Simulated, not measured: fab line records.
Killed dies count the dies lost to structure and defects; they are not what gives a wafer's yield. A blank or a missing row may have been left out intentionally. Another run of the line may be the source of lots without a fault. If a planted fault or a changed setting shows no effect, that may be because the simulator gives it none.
Matching of chambers ; flow n5_finfet ; ald_metal-01 running N5_BEOL_M9_ALD_74: 4 sister chambers
The step deposits TaN, target thk 2 nm, pulse time 2 s, purge time 3 s. 4 wafers are shown with their chamber, then 9 later ones without.

## WAFERS WITH THEIR CHAMBER
wafer;chamber;heater_power_w (W)
L083.5;2;455
L085.3;3;400
L091.1;1;455
L091.6;0;420

## WAFERS MISSING THEIR CHAMBER
wafer;heater_power_w (W)
L093.1;433
L093.3;451
L093.5;442
L090.1;458
L090.2;393
L090.4;465
L097.1;450
L097.3;441
L097.5;407

## THE CHAMBER EACH PASSED THROUGH
wafer;from the rows above;in truth
L093.1;can't be placed: 0 or 1 or 2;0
L093.3;can't be placed: 1 or 2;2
L093.5;can't be placed: 1 or 2 or 0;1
L090.1;can't be placed: 1 or 2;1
L090.2;3;3
L090.4;can't be placed: 1 or 2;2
L097.1;can't be placed: 1 or 2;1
L097.3;can't be placed: 1 or 2 or 0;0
L097.5;can't be placed: 3 or 0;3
Placed correctly: 1 of 9. Not placeable from these rows: 8 (in 8, the candidates include the true chamber). Number placed wrongly: 0.
How it was worked out, from the rows above alone: a wafer's distance from a chamber is the root of the sum, over the readings, of the square of ((its reading less the chamber's mean) divided by the reading's scatter). The wafer belongs to the nearest chamber; if the next one is less than 2 further off, it can't be placed. Each chamber's mean is taken over the wafers shown for it. The scatter: root of mean squared gap, hidden wafer to nearest shown wafer, with one shown wafer a chamber.
